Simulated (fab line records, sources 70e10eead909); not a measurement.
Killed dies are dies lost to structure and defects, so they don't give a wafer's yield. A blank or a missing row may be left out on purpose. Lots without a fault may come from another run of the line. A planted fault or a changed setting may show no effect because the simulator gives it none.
A struck lot beside a sound one | flow nand_harc | 14 steps out of a route of 1302
Sound: wafers L672.2, L672.3, L672.5. Struck: wafer L660.4. (L660.1 of the same lot was not struck and is left out.) The cause comes at the end.
At each step with rows: each side's tool, then ch and its chambers, then its first start. Under that, the readings that differ: sound wafers | struck wafers | difference of the means | sigmas: that difference in standard deviations of wafers without a fault.
alike: readings whose means differ by less than 2 such deviations, and words and numbers that are the same on both sides. not compared: withheld readings, readings that some wafer has no value for, bounds like >300 that may hide the same value, and numbers for which the record gives no deviation and whose values overlap.
The two part at a step that has a row with sigmas, a row that says differs or no value, or rows on one side only. Numbers that don't overlap but have no deviation are shown without sigmas and don't part them. A reading that every wafer of one side lacks parts them only if that side has two wafers or more.

NHARC_A_SLIT_ETCH_26: etches the open film in C4F8/O2/Ar, time 90 s, target depth 400 nm.
  sound on har_etch-02 ch 0,1, day 28 04:58; struck on har_etch-02 ch 1, day 23 05:13
  alike: drypump_motor_current_A, showerhead_plenum_p_Torr, throttle_valve_pct
  not compared: rf_hours_counter_h
then, 1 step without rows for these wafers: NHARC_A_SLIT_STRIP_28 (strips in O2/COS).
NHARC_A_SLIT_ETCH_29: etches the open film in CF4/O2, target depth 100 nm, overetch 10 nm, time 55 s.
  sound on rie_diel-11 ch 1,2, day 28 05:49; struck on rie_diel-12 ch 3, day 23 06:05
  alike: drypump_motor_current_A, oes_o_777_au, oes_product_au, rf_vpp_V, showerhead_plenum_p_Torr, throttle_valve_pct
  not compared: rf_hours_counter_h
NHARC_A_SLIT_STRIP_18: strips in O2.
  sound on rie_diel-11 ch 0,1; struck on rie_diel-12 ch 2
  reading                | sound                | struck | difference | sigmas
  throttle_valve_pct (%) | 17.031 17.036 17.028 | 17.053 | +0.021     | +2
  alike: drypump_motor_current_A, oes_product_au, rf_vpp_V, showerhead_plenum_p_Torr
  not compared: rf_hours_counter_h
then, 2 steps without rows for these wafers: NHARC_A_SLIT_PRECLEAN_19 (cleans in SC1); NHARC_A_SLIT_SRD_20.
NHARC_A_SLIT_CD_MEAS_21:
  sound on cd_sem-02, day 28 06:22; struck on cd_sem-02, day 23 06:37
  alike: cd_nm
then, 3 steps without rows for these wafers: NHARC_A_SIN_REMOVE_WET_00 (chemistry H3PO4, time 15300 s); NHARC_A_SIN_REMOVE_PRECLEAN_01 (cleans in SC1); NHARC_A_SIN_REMOVE_SRD_02.
NHARC_A_SIN_REMOVE_INSPECT_04:
  sound on defect_inspect-02, day 28 13:58; struck on defect_inspect-02, day 23 13:16
  alike: raw_defect_count
NHARC_A_WL_FILL_ALD_00: deposits Al2O3, target thk 3 nm, pulse time 3 s, ald cycles 30.
  sound on ald_hk-04 ch 0,1,2, day 28 14:05; struck on ald_hk-01 ch 1, day 23 13:20
  reading    | sound    | struck | difference | sigmas
  ald_cycles | 30 30 30 | 35     | +5         |
  alike: heater_power_outer_w, heater_power_w, precursor_pulse_height_rel
NHARC_A_WL_FILL_RTA_01: time 5 s.
  sound on rtp_anneal-01 ch 0, day 28 14:20; struck on rtp_anneal-01 ch 0, day 23 13:36
  reading          | sound                | struck | difference | sigmas
  wafer_temp_C_max | 1006.7 1005.7 1004.7 | 1003.2 | -2.5       | -2
  alike: lamp_power_pct, lamp_zone_1_pct
then, 1 step without rows for these wafers: NHARC_END_SORT_01.

WHERE THEY PART
First at NHARC_A_SLIT_STRIP_18; last, within this record, at NHARC_A_WL_FILL_RTA_01.

WHY: what the simulator had put in
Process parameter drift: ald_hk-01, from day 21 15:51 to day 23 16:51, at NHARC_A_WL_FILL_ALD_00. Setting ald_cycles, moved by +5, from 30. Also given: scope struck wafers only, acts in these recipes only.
